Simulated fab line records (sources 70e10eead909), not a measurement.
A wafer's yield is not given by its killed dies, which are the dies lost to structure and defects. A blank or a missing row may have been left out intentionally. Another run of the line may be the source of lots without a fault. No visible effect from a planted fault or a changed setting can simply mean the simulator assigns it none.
fab line records | flow nand_harc
record: lots: 12 | wafers: 36 | last_day: 34
route steps=1302 shown A_CONTACT@1098 A_BLC@1126 END@1302
lots untouched by any fault: they come from a run of this same line in which no faults occurred
start_h: the number of hours between the record's first day and the start of the first shown wafer of the lot | wait_h: hours since the lot's step before | " identical to the entry in the row above | L1.1+2: a row that stands for several wafers | - no value, or no start given | * or withheld: withheld | < > ~ a bound
route shown NAME@n: names a module that has steps shown in the file, with the first one's number in the route | usual: mean/standard deviation of fault-free wafers | same: alike in all rows | chamber/n: place in a boat | sites: each site's reading | _std_site: the values' standard deviation | _edge_site: outer sites' mean less inner sites' | radius_mm: how far each site lies from the wafer's centre | mask NAME#n: copy n | behind: the most recent tool/chamber to have shaped the wafer | hold: reason for holding the lot/hours on hold/outcome of the hold | device: the transistor (n, p or np) that didn't switch | end of line: the route-end tests of the same wafers | where a step has no rows: the recipe by itself | killed: the dies lost at the first sort to structure and to defects; this is not the yield of the wafer | map: shows each die of a wafer: x if killed, . if not, _ if none is there
set.NAME: the run value of the setting; set.NAME@STEP: its run value at that earlier step | model.NAME: the simulator's own value behind a step, which no gauge read
a sample of lots followed through the steps of the route, with each step as a table and each wafer as a row
services: a tool's chamber out of use, with start hour (start_h, from the record's first day; less than 0 if before it), hours out, and reason
== steps ==
step: NHARC_A_CONTACT_ETCH_110
recipe: target_depth_a: 600 | overetch_a: 60 | time_s: 33 | ion_energy_ev: 100 | cf4_flow_sccm: 80 | o2_flow_sccm: 20 | ar_flow_sccm: 0 | rf_w: 300 | bias_w: 100 | chemistry: CF4/O2
usual: bias_w: 100.03/0.28 | chamber_pressure_mTorr: 30.002/0.027 | drypump_motor_current_A: 5.5/0.39 | oes_product_au: 1.001/0.0099 | rf_vpp_V: 198.2/1.5 | showerhead_plenum_p_Torr: 1.35/0.063 | throttle_valve_pct: 13.398/0.0085
lot.wafer | tool        | chamber | start_h | wait_h | bias_w | chamber_pressure_mTorr | drypump_motor_current_A | oes_product_au | rf_hours_counter_h | rf_vpp_V | showerhead_plenum_p_Torr | throttle_valve_pct
L978.4    | rie_diel-02 | 1       | 519.92  | 0.1    | 99.69  | 30.028                 | 5.0                     | 1.003          | 21                 | 197.9    | 1.38                     | 13.398
L978.2    | "           | 0       | "       | "      | 100.20 | 29.994                 | 5.7                     | 0.996          | 18                 | 198.3    | 1.38                     | 13.406
L978.5    | "           | 1       | "       | "      | 100.13 | 30.027                 | 5.0                     | 1.011          | -                  | 199.6    | 1.38                     | 13.417
L982.2    | rie_diel-02 | 1       | 550.11  | 0.0    | 99.93  | 29.994                 | 5.0                     | 1.011          | 27                 | 197.3    | 1.37                     | 13.391
L982.3    | "           | 2       | "       | "      | 100.11 | 30.032                 | 5.3                     | 1.009          | 26                 | 197.6    | 1.24                     | 13.396
L982.6    | "           | 1       | "       | "      | 99.98  | 29.962                 | 5.0                     | 1.029          | -                  | 199.9    | 1.38                     | 13.396
L984.3    | rie_diel-11 | 0       | 576.16  | 0.1    | 100.25 | 29.971                 | 5.7                     | 1.001          | 37                 | 198.8    | 1.44                     | 13.400
L984.4    | "           | 1       | "       | "      | 99.20  | 30.022                 | 5.7                     | 0.993          | 44                 | 195.7    | 1.28                     | 13.400
L984.6    | "           | 2       | "       | "      | 100.32 | 30.032                 | 5.8                     | 0.991          | -                  | 199.8    | 1.40                     | 13.392
L990.2    | rie_diel-11 | 2       | 625.89  | 0.1    | 100.68 | 30.013                 | 5.8                     | 1.009          | 1                  | 197.4    | 1.40                     | 13.418
L990.3    | "           | 3       | "       | "      | 100.74 | 30.016                 | 5.2                     | 0.997          | 1                  | 198.9    | 1.41                     | 13.400
L990.6    | "           | 2       | "       | "      | 99.77  | 30.000                 | 5.8                     | 1.002          | -                  | 198.2    | 1.40                     | 13.401
L991.3    | rie_diel-02 | 0       | 629.73  | 0.1    | 100.02 | 30.026                 | 5.7                     | 1.005          | 12                 | 198.9    | 1.38                     | 13.392
L991.5    | "           | 1       | "       | "      | 100.08 | 29.940                 | 5.0                     | 1.011          | -                  | 198.6    | 1.37                     | 13.417
L991.6    | "           | 2       | "       | "      | 99.66  | 30.021                 | 5.3                     | 1.001          | -                  | 196.3    | 1.24                     | 13.401
L992.4    | rie_diel-02 | 1       | 647.52  | 0.1    | 100.15 | 29.992                 | 5.0                     | 1.005          | 13                 | 198.7    | 1.37                     | 13.392
L992.3    | "           | 2       | "       | "      | 99.65  | 29.982                 | 5.3                     | 0.998          | 15                 | 193.9    | 1.24                     | 13.387
L992.6    | "           | 2       | "       | "      | 99.70  | 29.979                 | 5.3                     | 1.006          | -                  | 195.7    | 1.24                     | 13.395
L993.2    | rie_diel-02 | 2       | 675.34  | 0.1    | 99.85  | 29.985                 | 5.3                     | 0.983          | 20                 | 195.5    | 1.24                     | 13.383
L993.3    | "           | 3       | "       | "      | 100.17 | 30.000                 | 6.1                     | 0.985          | 17                 | 199.1    | 1.38                     | 13.402
L993.6    | "           | 0       | "       | "      | 99.63  | 30.034                 | 5.7                     | 0.990          | -                  | 197.7    | 1.38                     | 13.397
L996.1    | rie_diel-04 | 0       | 694.86  | 0.1    | 100.12 | 29.983                 | 6.3                     | 0.996          | 50                 | 197.9    | 1.33                     | 13.389
L996.2    | "           | 2       | "       | "      | 100.19 | 29.993                 | 5.3                     | 0.983          | 43                 | 200.8    | 1.44                     | 13.396
L996.6    | "           | 0       | "       | "      | 100.59 | 30.069                 | 6.3                     | 0.989          | -                  | 197.6    | 1.33                     | 13.400
L995.2    | rie_diel-04 | 0       | 697.94  | 0.1    | 99.93  | 30.031                 | 6.3                     | 0.997          | 51                 | 198.3    | 1.33                     | 13.411
L995.3    | "           | 1       | "       | "      | 99.93  | 29.992                 | 5.0                     | 1.000          | 53                 | 198.1    | 1.36                     | 13.403
L995.6    | "           | 3       | "       | "      | 100.43 | 30.049                 | 5.2                     | 1.006          | -                  | 196.0    | 1.24                     | 13.383
L999.2    | rie_diel-02 | 2       | 740.13  | 0.1    | 100.53 | 29.969                 | 5.3                     | 1.008          | 30                 | 194.5    | 1.23                     | 13.397
L999.1    | "           | 1       | "       | "      | 100.37 | 30.024                 | 5.0                     | 1.011          | 29                 | 198.2    | 1.37                     | 13.409
L999.5    | "           | 3       | "       | "      | 100.02 | 30.016                 | 6.1                     | 0.986          | -                  | 199.6    | 1.38                     | 13.410
L101.2    | rie_diel-11 | 0       | 747.21  | 0.1    | 100.12 | 30.036                 | 5.7                     | 1.004          | 41                 | 199.2    | 1.43                     | 13.397
L101.6    | "           | 3       | "       | "      | 100.14 | 30.002                 | 5.2                     | 1.017          | -                  | 199.0    | 1.40                     | 13.384
L101.5    | "           | 0       | "       | "      | 99.77  | 29.954                 | 5.7                     | 0.999          | -                  | 200.3    | 1.42                     | 13.396
L998.2    | rie_diel-04 | 2       | 748.64  | 0.1    | 99.65  | 29.971                 | 5.3                     | 0.982          | 8                  | 199.9    | 1.43                     | 13.393
L998.1    | "           | 0       | "       | "      | 99.58  | 30.005                 | 6.3                     | 0.991          | 7                  | 198.7    | 1.33                     | 13.397
L998.5    | "           | 1       | "       | "      | 99.86  | 30.021                 | 5.0                     | 1.007          | -                  | 198.9    | 1.36                     | 13.403
step: NHARC_A_BLC_STRIP_21
recipe: o2_flow_sccm: 500 | ar_flow_sccm: 0 | bias_w: 0 | chemistry: O2
usual: bias_w: 0/0 | chamber_pressure_mTorr: 60.01/0.052 | drypump_motor_current_A: 5.8/0.43 | oes_product_au: 1.000/0.0096 | rf_vpp_V: 58.0/0.89 | showerhead_plenum_p_Torr: 3.61/0.13 | throttle_valve_pct: 17.036/0.0093
lot.wafer | tool        | chamber | start_h | wait_h | bias_w | chamber_pressure_mTorr | drypump_motor_current_A | oes_product_au | rf_hours_counter_h | rf_vpp_V | showerhead_plenum_p_Torr | throttle_valve_pct
L978.2    | rie_diel-10 | 2       | 524.00  | 0.1    | 0      | 60.05                  | 5.7                     | 0.989          | 8                  | 58.4     | 3.64                     | 17.052
L978.5    | "           | 2       | "       | "      | 0      | 59.96                  | 5.6                     | 0.997          | -                  | 57.2     | 3.65                     | 17.043
L978.4    | "           | 3       | "       | "      | 0      | 59.99                  | 5.4                     | 1.011          | -                  | 59.5     | 3.69                     | 17.030
L982.3    | rie_diel-10 | 0       | 554.62  | 0.1    | 0      | 60.00                  | 6.5                     | 1.015          | 12                 | 58.9     | 3.45                     | 17.049
L982.2    | "           | 1       | "       | "      | 0      | 60.01                  | 5.9                     | 1.000          | 10                 | 56.3     | 3.29                     | 17.023
L982.6    | "           | 3       | "       | "      | 0      | 59.95                  | 5.4                     | 1.013          | -                  | 57.7     | 3.69                     | 17.028
L984.3    | rie_diel-10 | 1       | 580.26  | 0.1    | 0      | 59.97                  | 5.9                     | 0.989          | 12                 | 56.3     | 3.29                     | 17.029
L984.4    | "           | 2       | "       | "      | 0      | 60.01                  | 5.6                     | 0.990          | 13                 | 56.4     | 3.64                     | 17.033
L984.6    | "           | 0       | "       | "      | 0      | 60.03                  | 6.5                     | 0.990          | -                  | 58.1     | 3.44                     | 17.033
L990.3    | rie_diel-07 | 0       | 629.88  | 0.1    | 0      | 59.92                  | 6.0                     | 1.016          | 11                 | 58.3     | 3.59                     | 17.030
L990.2    | "           | 2       | "       | "      | 0      | 59.91                  | 5.0                     | 0.991          | 9                  | 58.7     | 3.76                     | 17.038
L990.6    | "           | 0       | "       | "      | 0      | 60.00                  | 6.0                     | 1.007          | -                  | 57.2     | 3.58                     | 17.037
L991.3    | rie_diel-10 | 0       | 633.80  | 0.1    | -      | -                      | -                       | -              | -                  | -        | -                        | -
L991.6    | "           | 3       | "       | "      | -      | -                      | -                       | -              | -                  | -        | -                        | -
L991.5    | "           | 0       | "       | "      | -      | -                      | -                       | -              | -                  | -        | -                        | -
L992.4    | rie_diel-13 | 3       | 651.43  | 0.1    | -      | -                      | -                       | -              | -                  | -        | -                        | -
L992.3    | "           | 0       | "       | "      | -      | -                      | -                       | -              | -                  | -        | -                        | -
L992.6    | "           | 3       | "       | "      | -      | -                      | -                       | -              | -                  | -        | -                        | -
L993.2    | rie_diel-07 | 0       | 679.85  | 0.1    | 0      | 60.12                  | 6.0                     | 0.994          | 1                  | 57.8     | 3.58                     | 17.051
L993.3    | "           | 1       | "       | "      | 0      | 60.01                  | 5.7                     | 1.005          | 1                  | 58.7     | 3.64                     | 17.044
L993.6    | "           | 2       | "       | "      | 0      | 60.01                  | 5.1                     | 1.011          | -                  | 58.6     | 3.76                     | 17.035
L996.2    | rie_diel-13 | 1       | 698.98  | 0.1    | 0      | 60.05                  | 5.2                     | 0.988          | 51                 | 58.4     | 3.72                     | 17.046
L996.1    | "           | 2       | "       | "      | 0      | 60.06                  | 5.6                     | 1.009          | 56                 | 56.9     | 3.58                     | 17.043
L996.6    | "           | 1       | "       | "      | 0      | 59.99                  | 5.2                     | 0.982          | -                  | 57.5     | 3.72                     | 17.037
L995.2    | rie_diel-10 | 1       | 702.03  | 0.1    | 0      | 60.02                  | 5.9                     | 0.992          | 8                  | 58.1     | 3.29                     | 17.038
L995.3    | "           | 2       | "       | "      | 0      | 60.08                  | 5.6                     | 1.004          | 8                  | 57.3     | 3.64                     | 17.041
L995.6    | "           | 2       | "       | "      | 0      | 59.98                  | 5.6                     | 0.992          | -                  | 58.2     | 3.64                     | 17.025
L999.1    | rie_diel-07 | 1       | 744.10  | 0.1    | 0      | 60.03                  | 5.7                     | 1.002          | 5                  | 59.2     | 3.64                     | 17.044
L999.2    | "           | 2       | "       | "      | 0      | 60.04                  | 5.0                     | 1.018          | 5                  | 59.2     | 3.75                     | 17.023
L999.5    | "           | 1       | "       | "      | 0      | 59.96                  | 5.7                     | 1.003          | -                  | 59.3     | 3.64                     | 17.023
L101.2    | rie_diel-07 | 0       | 751.26  | 0.1    | 0      | 60.01                  | 6.0                     | 0.999          | 4                  | 58.0     | 3.58                     | 17.029
L101.6    | "           | 1       | "       | "      | 0      | 60.06                  | 5.7                     | 1.006          | -                  | 58.6     | 3.64                     | 17.032
L101.5    | "           | 2       | "       | "      | 0      | 59.97                  | 5.0                     | 1.022          | -                  | 58.8     | 3.75                     | 17.055
L998.1    | rie_diel-13 | 0       | 752.64  | 0.1    | 0      | 60.02                  | 6.1                     | 1.003          | 13                 | 57.1     | 3.46                     | 17.017
L998.2    | "           | 1       | "       | "      | 0      | 60.08                  | 5.1                     | 1.014          | 14                 | 58.0     | 3.71                     | 17.042
L998.5    | "           | 3       | "       | "      | 0      | 60.06                  | 6.4                     | 0.992          | -                  | 58.2     | 3.77                     | 17.031
step: NHARC_A_BLC_DEGAS_30
recipe: temp_c: 300 | time_s: 60
usual: heater_power_w: 465/57
lot.wafer | tool           | chamber | start_h | wait_h | heater_power_w
L978.2    | pvd_sputter-01 | -       | 524.44  | -      | 399
L978.4    | "              | -       | "       | "      | 426
L978.5    | "              | -       | "       | "      | 538
L982.3    | pvd_sputter-02 | -       | 555.03  | -      | 440
L982.2    | "              | -       | "       | "      | 431
L982.6    | "              | -       | "       | "      | 456
L984.4    | pvd_sputter-02 | -       | 580.68  | -      | 414
L984.3    | "              | -       | "       | "      | 439
L984.6    | "              | -       | "       | "      | 413
L990.3    | pvd_sputter-03 | -       | 630.30  | -      | 419
L990.2    | "              | -       | "       | "      | 498
L990.6    | "              | -       | "       | "      | 471
L991.3    | pvd_sputter-03 | -       | 634.23  | -      | 419
L991.6    | "              | -       | "       | "      | 498
L991.5    | "              | -       | "       | "      | 468
L992.3    | pvd_sputter-02 | -       | 651.84  | -      | 442
L992.4    | "              | -       | "       | "      | 501
L992.6    | "              | -       | "       | "      | 450
L993.2    | pvd_sputter-01 | -       | 680.29  | -      | 410
L993.3    | "              | -       | "       | "      | 545
L993.6    | "              | -       | "       | "      | 417
L996.2    | pvd_sputter-01 | -       | 699.41  | -      | 409
L996.1    | "              | -       | "       | "      | 529
L996.6    | "              | -       | "       | "      | 408
L995.2    | pvd_sputter-03 | -       | 702.47  | -      | 414
L995.3    | "              | -       | "       | "      | 563
L995.6    | "              | -       | "       | "      | 566
L999.1    | pvd_sputter-03 | -       | 744.52  | -      | 553
L999.2    | "              | -       | "       | "      | 495
L999.5    | "              | -       | "       | "      | 554
L101.2    | pvd_sputter-01 | -       | 751.67  | -      | 541
L101.5    | "              | -       | "       | "      | 400
L101.6    | "              | -       | "       | "      | 602
L998.2    | pvd_sputter-02 | -       | 753.05  | -      | 496
L998.1    | "              | -       | "       | "      | 439
L998.5    | "              | -       | "       | "      | 427
step: NHARC_A_BLC_INSPECT_28
usual: raw_defect_count: 530/130
lot.wafer | tool              | chamber | start_h | wait_h | raw_defect_count
L978.2    | defect_inspect-01 | -       | 525.83  | 0.1    | 444
L978.4    | "                 | -       | "       | "      | 682
L978.5    | "                 | -       | "       | "      | 610
L982.2    | defect_inspect-01 | -       | 556.52  | 0.1    | 437
L982.3    | "                 | -       | "       | "      | 577
L982.6    | "                 | -       | "       | "      | 698
L984.3    | defect_inspect-02 | -       | 582.53  | 0.1    | 551
L984.4    | "                 | -       | "       | "      | 687
L984.6    | "                 | -       | "       | "      | 595
L990.2    | defect_inspect-02 | -       | 631.67  | 0.1    | 433
L990.3    | "                 | -       | "       | "      | 497
L990.6    | "                 | -       | "       | "      | 423
L991.3    | defect_inspect-01 | -       | 635.62  | 0.1    | 408
L991.5    | "                 | -       | "       | "      | 428
L991.6    | "                 | -       | "       | "      | 479
L992.3    | defect_inspect-02 | -       | 653.26  | 0.1    | 436
L992.4    | "                 | -       | "       | "      | 613
L992.6    | "                 | -       | "       | "      | 474
L993.2    | defect_inspect-02 | -       | 681.66  | 0.1    | 478
L993.3    | "                 | -       | "       | "      | 394
L993.6    | "                 | -       | "       | "      | 460
L996.1    | defect_inspect-02 | -       | 700.80  | 0.1    | 485
L996.2    | "                 | -       | "       | "      | 636
L996.6    | "                 | -       | "       | "      | 392
L995.2    | defect_inspect-02 | -       | 703.85  | 0.1    | 532
L995.3    | "                 | -       | "       | "      | 541
L995.6    | "                 | -       | "       | "      | 415
L999.1    | defect_inspect-01 | -       | 745.90  | 0.1    | 416
L999.2    | "                 | -       | "       | "      | 612
L999.5    | "                 | -       | "       | "      | 520
L101.2    | defect_inspect-01 | -       | 753.03  | 0.1    | 482
L101.5    | "                 | -       | "       | "      | 591
L101.6    | "                 | -       | "       | "      | 440
L998.1    | defect_inspect-01 | -       | 754.42  | 0.1    | 488
L998.2    | "                 | -       | "       | "      | 631
L998.5    | "                 | -       | "       | "      | 552
step: NHARC_END_SORT_01
recipe: temp_c: 25
usual: killed_at_array: 52/17 | killed_at_other: 0.9/1.2 | killed_at_periphery: 3.9/2.7 | killed_dies: 57/16 | killed_open: 3.3/1.9 | killed_short: 2.5/1.5
same: gross_dies: 677
lot.wafer | tool      | chamber | start_h | wait_h | killed_at_array | killed_at_other | killed_at_periphery | killed_dies | killed_open | killed_short
L991.3    | prober-01 | 0       | 679.13  | 3.1    | 668             | 5               | 4                   | 677         | 3           | 4
L991.5    | prober-01 | 0       | 680.76  | 3.8    | 666             | 6               | 5                   | 677         | 2           | 3
L991.6    | prober-01 | 0       | 681.57  | 4.1    | 675             | 1               | 1                   | 677         | 2           | 2
L992.3    | prober-02 | 0       | 697.77  | 3.1    | 671             | 0               | 6                   | 677         | 0           | 2
L992.4    | prober-02 | 0       | 698.56  | 3.4    | 669             | 0               | 8                   | 677         | 4           | 0
L992.6    | prober-02 | 0       | 700.15  | 4.0    | 667             | 2               | 8                   | 677         | 2           | 1
killed by level:class
L991.3 A_BLC:area_strip=621 A_CHANNEL_HOLE_D1:chamber_film_flake=24 A_CHANNEL_HOLE_D2:chamber_film_flake=7 THIN_TSV:chamber_film_flake=5 A_SLIT:chamber_film_flake=3 A_STAIRCASE:chamber_film_flake=3 A_ZERO_WELL:chamber_film_flake=2 A_CONTACT:chamber_film_flake=2
L991.5 A_BLC:area_strip=606 A_CHANNEL_HOLE_D1:chamber_film_flake=33 A_CHANNEL_HOLE_D2:chamber_film_flake=18 THIN_TSV:chamber_film_flake=5 A_SLIT:chamber_film_flake=3 P_M1:chamber_film_flake=2 P_M0:geometric_particle:short=1 A_ONON_D1:geometric_particle:open=1
L991.6 A_BLC:area_strip=630 A_CHANNEL_HOLE_D1:chamber_film_flake=30 A_CHANNEL_HOLE_D2:chamber_film_flake=7 A_CONTACT:chamber_film_flake=2 P_CONTACT:geometric_particle:open=1 A_ONON_D1:geometric_particle:open=1 A_ONON_D1:geometric_particle:short=1 A_DECK1_JOINT:geometric_particle:short=1
L992.3 A_BLC:area_strip=639 A_CHANNEL_HOLE_D1:chamber_film_flake=13 P_BONDPAD:chamber_film_flake=5 A_STAIRCASE:chamber_film_flake=5 A_SLIT:chamber_film_flake=5 A_CONTACT:chamber_film_flake=5 A_CHANNEL_FILL_D1:chamber_film_flake=2 A_ONON_D2:geometric_particle:short=1
L992.4 A_BLC:area_strip=649 P_BONDPAD:chamber_film_flake=6 A_CHANNEL_HOLE_D1:chamber_film_flake=4 A_STAIRCASE:chamber_film_flake=4 A_CONTACT:chamber_film_flake=4 A_SLIT:chamber_film_flake=2 A_DECK1_JOINT:geometric_particle:open=1 A_ONON_D2:geometric_particle:open=1
L992.6 A_BLC:area_strip=647 A_CHANNEL_HOLE_D1:chamber_film_flake=6 P_BONDPAD:chamber_film_flake=4 A_SLIT:chamber_film_flake=4 A_CONTACT:chamber_film_flake=3 P_M0:chamber_film_flake=3 A_STAIRCASE:chamber_film_flake=3 THIN_TSV:chamber_film_flake=2
== services ==
tool           | chamber | start_h | hours | kind
rie_diel-10    | 1       | 516.68  | 8.8   | repair
pvd_sputter-03 | -       | 526.02  | 10.0  | pm
rie_diel-07    | 0       | 531.06  | 11.1  | repair
pvd_sputter-01 | -       | 548.25  | 1.6   | repair
rie_diel-07    | 2       | 549.34  | 30.2  | repair
rie_diel-02    | 3       | 551.85  | 5.3   | repair
rie_diel-02    | -       | 557.88  | 4.4   | repair
rie_diel-02    | -       | 570.94  | 9.0   | pm
pvd_sputter-01 | -       | 582.05  | 10.0  | pm
rie_diel-10    | -       | 592.51  | 0.8   | repair
pvd_sputter-03 | -       | 601.00  | 10.4  | repair
rie_diel-07    | 3       | 601.73  | 5.8   | repair
pvd_sputter-01 | -       | 607.20  | 8.5   | repair
rie_diel-10    | 0       | 618.59  | 9.7   | repair
pvd_sputter-02 | -       | 620.71  | 2.6   | repair
pvd_sputter-02 | -       | 628.47  | 4.1   | repair
pvd_sputter-02 | -       | 638.03  | 10.0  | pm
rie_diel-10    | 3       | 638.93  | 8.3   | repair
rie_diel-07    | -       | 648.22  | 9.0   | pm
rie_diel-07    | 3       | 675.86  | 4.0   | repair
rie_diel-10    | 3       | 696.22  | 12.4  | repair
rie_diel-10    | 3       | 713.10  | 5.8   | repair
rie_diel-10    | 3       | 725.03  | 4.6   | repair
rie_diel-02    | -       | 747.94  | 9.0   | pm
== key ==
first_sign: step: NHARC_A_BLC_STRIP_21 | reading: tool_record | direction: missing
effect: step: NHARC_END_SORT_01 | reading: killed_dies | direction: up | sigmas: 38 | usual: 57 | struck: 677
more_kills_born_at: NHARC_A_BLC_STRIP_21@rie_diel-13: 1935 | NHARC_A_BLC_STRIP_21@rie_diel-10: 1857
met_at NHARC_A_BLC_STRIP_21
struck_lots L991,L992
later_rows_left_out L991.3,L991.5,L991.6,L992.3,L992.4,L992.6
tester_left_out L991,L992
not_acting_at NHARC_A_CONTACT_ETCH_110,NHARC_A_BLC_DEGAS_30,NHARC_A_BLC_INSPECT_28
onset_between 580.26 633.80
fault: kind: skipped_step_whole | tool: rie_diel-10,rie_diel-13 | chamber: - | onset_h: 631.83 | steps: NHARC_A_BLC_STRIP_21 | scope: struck_lots_only
tester_left_out: of these lots the tester's yield and bins aren't shown, on N5 and GAA mostly nor the transistor test; their killed dies are dies lost to structure and defects alone, not to doping, threshold or leakage, so they don't give the yield
later_rows_left_out: the simulator's readings of these wafers behind a module that went badly wrong aren't trusted and aren't shown, but for the sort
